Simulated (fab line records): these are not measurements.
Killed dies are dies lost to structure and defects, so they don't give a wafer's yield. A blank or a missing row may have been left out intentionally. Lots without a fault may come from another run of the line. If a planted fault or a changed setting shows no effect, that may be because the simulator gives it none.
The tool behind it: which one?	flow nandHarc	24 lots with 72 wafers sampled at 6 steps, on a route of 1302 steps

== WHAT THE GAUGES SHOWED, per wafer ==
The record lacks any reading of a measuring or inspecting step that a usual standard deviation could be used to judge.

== WHICH TOOL RAN EACH LOT (tool, then ch and the chambers of the sampled wafers, then the start) ==
lot	NHARC_P_BONDPAD_ETCH_24	NHARC_P_BONDPAD_ANNEAL_28	NHARC_A_CHANNEL_FILL_D1_CMP_10	NHARC_A_DECK1_JOINT_CMP_02	NHARC_A_CHANNEL_HOLE_D2_ETCH_21	NHARC_A_CHANNEL_HOLE_D2_ETCH_25
L074	rieDiel-08 ch 1,2, day 6 23:46 or earlier	rtpAnneal-01 ch 0, day 6 23:46	cmp-03 ch 0,1,3, day 11 04:46	cmp-04 ch 0,1, day 12 16:42	harEtch-01 ch 0,1, day 13 11:24	harEtch-01 ch 0,1, day 13 13:51
L075	rieDiel-08 ch 0,2, day 7 05:18	rtpAnneal-02 ch 0, day 7 06:29	cmp-04 ch 0,1,3, day 11 14:08	cmp-02 ch 0,1,3, day 12 23:05	harEtch-02 ch 0,1, day 13 17:34	harEtch-02 ch 0,1, day 13 20:02
L076	rieDiel-07 ch 1,2,3, day 7 13:10 or earlier	rtpAnneal-02 ch 0, day 7 13:10	cmp-03 ch 1,3, day 12 04:38	cmp-04 ch 0,2, day 13 14:01	harEtch-01 ch 0,1, day 14 09:17	harEtch-01 ch 0,1, day 14 11:50
L077	rieDiel-07 ch 2,3, day 7 23:50 or earlier	rtpAnneal-01 ch 0, day 7 23:50	cmp-02 ch 1,2, day 12 10:16	cmp-01 ch 1,2, day 13 21:17	harEtch-02 ch 0,1, day 14 21:11	harEtch-02 ch 0,1, day 14 23:40
L078	rieDiel-07 ch 1,3, day 8 02:34 or earlier	rtpAnneal-02 ch 0, day 8 02:34	cmp-04 ch 0,3, day 12 04:39	cmp-02 ch 2,3, day 13 14:01	harEtch-02 ch 0,1, day 14 09:08	harEtch-02 ch 0,1, day 14 11:40
L079	rieDiel-07 ch 2,3, day 8 20:55 or earlier	rtpAnneal-01 ch 0, day 8 20:55	cmp-04 ch 0,2,3, day 13 00:23	cmp-02 ch 1,2,3, day 14 07:26	harEtch-01 ch 1, day 15 02:43	harEtch-01 ch 1, day 15 05:15
L080	rieDiel-07 ch 1,3, day 9 02:39 or earlier	rtpAnneal-01 ch 0, day 9 02:39	cmp-03 ch 0,1,2, day 13 05:42	cmp-02 ch 0,2,3, day 14 14:26	harEtch-02 ch 0,1, day 15 08:43	harEtch-02 ch 0,1, day 15 11:11
L081	rieDiel-12 ch 0,2,3, day 9 18:47 or earlier	rtpAnneal-02 ch 0, day 9 18:47	cmp-03 ch 1,2,3, day 14 00:49	cmp-01 ch 0,1,3, day 15 12:34	harEtch-02 ch 0,1, day 16 07:49	harEtch-02 ch 0,1, day 16 10:18
L082	rieDiel-12 ch 1,2,3, day 9 20:17 or earlier	rtpAnneal-01 ch 0, day 9 20:17	cmp-03 ch 0,1,2, day 13 17:32	cmp-01 ch 0,1,2, day 15 07:25	harEtch-02 ch 0,1, day 16 03:40	harEtch-02 ch 0,1, day 16 06:08
L083	rieDiel-07 ch 0,2, day 10 09:33 or earlier	rtpAnneal-01 ch 0, day 10 09:33	cmp-03 ch 2,3, day 14 15:58	cmp-02 ch 0,1, day 16 01:31	harEtch-02 ch 0,1, day 16 20:23	harEtch-02 ch 0,1, day 16 23:02
L084	rieDiel-12 ch 0,2, day 10 20:21 or earlier	rtpAnneal-01 ch 0, day 10 20:21	cmp-04 ch 0,1, day 15 05:20	cmp-04 ch 0,2,3, day 16 19:47	harEtch-02 ch 0,1, day 17 18:20	harEtch-02 ch 0,1, day 17 20:48
L085	rieDiel-07 ch 0,2,3, day 11 11:35 or earlier	rtpAnneal-01 ch 0, day 11 11:35	cmp-04 ch 0,1,3, day 15 13:23	cmp-02 ch 1,2,3, day 16 22:44	harEtch-01 ch 0,1, day 17 18:53	harEtch-01 ch 0,1, day 17 21:25
L086	rieDiel-12 ch 0,2, day 11 14:13 or earlier	rtpAnneal-01 ch 0, day 11 14:13	cmp-03 ch 1,2, day 15 13:20	cmp-04 ch 1,3, day 16 22:41	harEtch-02 ch 0,1, day 17 22:34	harEtch-02 ch 0,1, day 18 01:06
L087	rieDiel-07 ch 2,3, day 12 15:05 or earlier	rtpAnneal-02 ch 0, day 12 15:05	cmp-03 ch 0,2,3, day 16 22:01	cmp-01 ch 0,3, day 18 08:04	harEtch-02 ch 0, day 19 09:29	harEtch-02 ch 0, day 19 11:57
L089	rieDiel-07 ch 1,3, day 12 15:36 or earlier	rtpAnneal-01 ch 0, day 12 15:36	cmp-02 ch 1,3, day 16 22:01	cmp-04 ch 0,1,2, day 18 07:56	harEtch-01 ch 0,1, day 19 06:34	harEtch-01 ch 0,1, day 19 09:09
L088	rieDiel-07 ch 1,2, day 12 16:07 or earlier	rtpAnneal-01 ch 0, day 12 16:07	cmp-02 ch 0,1,2, day 16 18:58	cmp-01 ch 0,1,3, day 18 07:58	harEtch-02 ch 0,1, day 19 05:20	harEtch-02 ch 0,1, day 19 07:47
L090	rieDiel-12 ch 1,2,3, day 13 06:15	rtpAnneal-01 ch 0, day 13 07:25	cmp-02 ch 2,3, day 17 06:22	cmp-02 ch 0,1,2, day 18 18:56	harEtch-01 ch 0,1, day 19 15:25	harEtch-01 ch 0,1, day 19 17:53
L091	rieDiel-12 ch 1,2,3, day 13 13:03	rtpAnneal-02 ch 0, day 13 14:14	cmp-02 ch 1,2,3, day 17 20:52	cmp-02 ch 0,1,2, day 19 17:46	harEtch-02 ch 0,1, day 20 14:07	harEtch-02 ch 0,1, day 20 16:35
L092	rieDiel-08 ch 0,2,3, day 14 01:50 or earlier	rtpAnneal-02 ch 0, day 14 01:50	cmp-04 ch 0,2,3, day 18 06:19	cmp-01 ch 0,1,2, day 19 16:28	harEtch-01 ch 0,1, day 20 14:59	harEtch-01 ch 0,1, day 20 17:27
L093	rieDiel-08 ch 0,1,3, day 14 11:31 or earlier	rtpAnneal-02 ch 0, day 14 11:31	cmp-04 ch 0,1,2, day 18 13:58	cmp-04 ch 1,2,3, day 19 23:14	harEtch-01 ch 0,1, day 20 19:13	harEtch-01 ch 0,1, day 20 21:45
L094	rieDiel-07 ch 0,3, day 15 01:14 or earlier	rtpAnneal-02 ch 0, day 15 01:14	cmp-04 ch 1,2, day 19 10:59	cmp-02 ch 1,2, day 20 19:19	harEtch-01 ch 0,1, day 21 20:46	harEtch-01 ch 0,1, day 21 23:26
L095	rieDiel-07 ch 0,2,3, day 15 08:38 or earlier	rtpAnneal-02 ch 0, day 15 08:38	cmp-04 ch 0,2,3, day 19 15:53	cmp-04 ch 0,1,3, day 21 07:27	harEtch-01 ch 0,1, day 22 02:20	harEtch-01 ch 0,1, day 22 04:55
L096	rieDiel-07 ch 1,2,3, day 15 18:59 or earlier	rtpAnneal-01 ch 0, day 15 18:59	cmp-03 ch 1,2, day 19 19:56	cmp-02 ch 0,1,2, day 21 07:30	harEtch-02 ch 0,1, day 22 04:22	harEtch-02 ch 0,1, day 22 07:00
L097	rieDiel-08 ch 1,2, day 16 07:46 or earlier	rtpAnneal-02 ch 0, day 16 07:46	cmp-02 ch 2,3, day 20 16:25	cmp-02 ch 0,2,3, day 22 04:22	harEtch-01 ch 0,1, day 22 23:37	harEtch-01 ch 0,1, day 23 02:10
- NHARC_P_BONDPAD_ETCH_24: etches the open film in CF4/N2, target depth 30 nm, time 72.99 s.
- NHARC_P_BONDPAD_ANNEAL_28: time 90 s.
- NHARC_A_CHANNEL_FILL_D1_CMP_10: polishes, target thk 150 nm.
- NHARC_A_DECK1_JOINT_CMP_02: polishes SiOx.
- NHARC_A_CHANNEL_HOLE_D2_ETCH_21: etches the open film in C4F8/O2/Ar, time 514.3 s, target depth 1600 nm.
- NHARC_A_CHANNEL_HOLE_D2_ETCH_25: etches the open film in C4F8/O2/Ar, time 1040.2 s, target depth 1500 nm.

== AS READ BY THE TOOLS THEMSELVES (means over the sampled wafers that have a number; for cases with no such wafer, the mark the record gives instead) ==
NHARC_P_BONDPAD_ETCH_24.
lot	tool	drypumpMotorCurrentA (A)	oesProductAu (a.u.)	rfVppV (V)	showerheadPlenumPTorr (Torr)	throttleValvePct (%)
L074	rieDiel-08	6.3	1.000	314.4	2.62	19.797
L075	rieDiel-08	5.5	1.002	315.8	2.69	19.800
L076	rieDiel-07	5.9	1.010	314.9	2.65	19.793
L077	rieDiel-07	5.8	1.004	313.5	2.57	19.788
L078	rieDiel-07	6.1	1.006	315.8	2.73	19.795
L079	rieDiel-07	5.8	1.000	313.1	2.57	19.793
L080	rieDiel-07	6.1	1.007	315.9	2.73	19.803
L081	rieDiel-12	5.7	0.999	312.4	2.53	19.780
L082	rieDiel-12	5.7	0.995	314.8	2.65	19.794
L083	rieDiel-07	5.5	1.002	313.6	2.63	19.797
L084	rieDiel-12	5.9	1.006	312.2	2.52	19.792
L085	rieDiel-07	5.5	0.998	314.9	2.63	19.795
L086	rieDiel-12	5.8	0.999	312.1	2.52	19.798
L087	rieDiel-07	5.8	1.003	312.6	2.57	19.798
L089	rieDiel-07	6.1	1.001	316.0	2.73	19.794
L088	rieDiel-07	5.9	1.001	314.2	2.64	19.796
L090	rieDiel-12	5.7	0.994	314.1	2.64	19.798
L091	rieDiel-12	5.6	0.991	313.6	2.64	19.795
L092	rieDiel-08	5.5	0.998	315.5	2.67	19.794
L093	rieDiel-08	5.6	0.996	313.6	2.62	19.801
L094	rieDiel-07	5.4	0.997	314.8	2.64	19.803
L095	rieDiel-07	5.5	0.998	314.3	2.63	19.801
L096	rieDiel-07	5.9	0.996	314.9	2.65	19.798
L097	rieDiel-08	6.3	1.006	314.5	2.62	19.796

NHARC_P_BONDPAD_ANNEAL_28.
lot	tool	wafer_temp_C_max
L074	rtpAnneal-01	225.7
L075	rtpAnneal-02	226.6
L076	rtpAnneal-02	226.3
L077	rtpAnneal-01	225.5
L078	rtpAnneal-02	226.3
L079	rtpAnneal-01	225.7
L080	rtpAnneal-01	225.9
L081	rtpAnneal-02	226.6
L082	rtpAnneal-01	225.6
L083	rtpAnneal-01	225.6
L084	rtpAnneal-01	225.8
L085	rtpAnneal-01	225.5
L086	rtpAnneal-01	225.5
L087	rtpAnneal-02	226.7
L089	rtpAnneal-01	225.6
L088	rtpAnneal-01	225.6
L090	rtpAnneal-01	225.5
L091	rtpAnneal-02	226.1
L092	rtpAnneal-02	226.5
L093	rtpAnneal-02	226.2
L094	rtpAnneal-02	226.4
L095	rtpAnneal-02	226.2
L096	rtpAnneal-01	225.6
L097	rtpAnneal-02	226.3

NHARC_A_CHANNEL_FILL_D1_CMP_10.
lot	tool	motorCurrentA (A)	timeToEndpointS (s)
L074	cmp-03	12.8	16.5
L075	cmp-04	11.7	12.9
L076	cmp-03	12.2	15.6
L077	cmp-02	12.2	13.6
L078	cmp-04	11.6	14.0
L079	cmp-04	12.1	17.1
L080	cmp-03	12.6	14.5
L081	cmp-03	12.4	12.9
L082	cmp-03	13.1	15.4
L083	cmp-03	12.7	11.6
L084	cmp-04	11.4	16.9
L085	cmp-04	11.9	13.2
L086	cmp-03	12.4	12.3
L087	cmp-03	13.1	15.8
L089	cmp-02	11.0	12.9
L088	cmp-02	12.8	14.9
L090	cmp-02	12.1	14.5
L091	cmp-02	12.0	15.9
L092	cmp-04	11.9	14.2
L093	cmp-04	11.8	13.2
L094	cmp-04	13.1	15.8
L095	cmp-04	11.9	14.8
L096	cmp-03	12.9	15.5
L097	cmp-02	12.0	15.3

NHARC_A_DECK1_JOINT_CMP_02.
lot	tool	motorCurrentA (A)
L074	cmp-04	11.3
L075	cmp-02	12.5
L076	cmp-04	11.6
L077	cmp-01	13.2
L078	cmp-02	12.3
L079	cmp-02	12.2
L080	cmp-02	12.5
L081	cmp-01	12.5
L082	cmp-01	12.9
L083	cmp-02	12.1
L084	cmp-04	11.8
L085	cmp-02	11.8
L086	cmp-04	12.1
L087	cmp-01	11.8
L089	cmp-04	11.8
L088	cmp-01	12.4
L090	cmp-02	12.7
L091	cmp-02	13.2
L092	cmp-01	12.9
L093	cmp-04	12.1
L094	cmp-02	12.4
L095	cmp-04	11.5
L096	cmp-02	12.7
L097	cmp-02	12.3

NHARC_A_CHANNEL_HOLE_D2_ETCH_21.
lot	tool	drypumpMotorCurrentA (A)	showerheadPlenumPTorr (Torr)	throttleValvePct (%)
L074	harEtch-01	6.3	3.69	32.152
L075	harEtch-02	5.4	3.64	32.161
L076	harEtch-01	6.3	3.69	32.157
L077	harEtch-02	5.9	3.68	32.158
L078	harEtch-02	5.9	3.69	32.151
L079	harEtch-01	6.7	3.68	32.156
L080	harEtch-02	5.4	3.63	32.143
L081	harEtch-02	5.9	3.67	32.152
L082	harEtch-02	5.9	3.67	32.154
L083	harEtch-02	5.4	3.62	32.157
L084	harEtch-02	5.8	3.78	32.152
L085	harEtch-01	6.4	3.66	32.149
L086	harEtch-02	5.9	3.78	32.158
L087	harEtch-02	6.3	3.70	32.146
L089	harEtch-01	6.5	3.65	32.152
L088	harEtch-02	5.9	3.77	32.157
L090	harEtch-01	6.3	3.64	32.162
L091	harEtch-02	5.9	3.76	32.152
L092	harEtch-01	6.3	3.64	32.152
L093	harEtch-01	6.3	3.63	32.156
L094	harEtch-01	6.5	3.62	32.156
L095	harEtch-01	6.4	3.62	32.156
L096	harEtch-02	5.9	3.75	32.153
L097	harEtch-01	6.5	3.62	32.156

NHARC_A_CHANNEL_HOLE_D2_ETCH_25.
lot	tool	drypumpMotorCurrentA (A)	showerheadPlenumPTorr (Torr)	throttleValvePct (%)
L074	harEtch-01	6.3	3.68	32.239
L075	harEtch-02	5.4	3.64	32.226
L076	harEtch-01	6.3	3.68	32.234
L077	harEtch-02	5.9	3.67	32.232
L078	harEtch-02	5.9	3.68	32.236
L079	harEtch-01	6.6	3.67	32.239
L080	harEtch-02	5.4	3.63	32.231
L081	harEtch-02	5.9	3.66	32.231
L082	harEtch-02	5.9	3.66	32.228
L083	harEtch-02	5.4	3.61	32.245
L084	harEtch-02	5.9	3.78	32.244
L085	harEtch-01	6.3	3.65	32.236
L086	harEtch-02	5.9	3.77	32.234
L087	harEtch-02	6.3	3.69	32.234
L089	harEtch-01	6.5	3.64	32.228
L088	harEtch-02	5.9	3.77	32.237
L090	harEtch-01	6.3	3.64	32.232
L091	harEtch-02	5.9	3.76	32.232
L092	harEtch-01	6.3	3.63	32.235
L093	harEtch-01	6.3	3.63	32.236
L094	harEtch-01	6.5	3.62	32.244
L095	harEtch-01	6.3	3.62	32.227
L096	harEtch-02	5.9	3.74	32.237
L097	harEtch-01	6.5	3.61	32.238

== THE ANSWER, worked out from the rows above alone ==
Rule: the lots themselves supply what counts as usual. Put in order of their means at a reading, lots are off if they are a third of the lots or fewer, leave a main group of 4 or more, and stand apart from it by a gap of 3 or more times the standard deviation of the main group's means; of several such gaps the widest counts. A main group is skipped when, at the precision printed for the reading in the tables above, its means are all equal. A lot without any number at a reading at which 4 lots or more have one is off too. All remaining lots with rows at the step are treated as sound. First the gauges in route order, then the tools' own readings, where a lot's mean is used as printed above. At the first step where some lot is off, the reading lying furthest off is the one used; lots without a number count as furthest.
Nothing can be told from this: no lot is off at any reading shown.

== WHAT WAS PUT IN BY THE SIMULATOR ==
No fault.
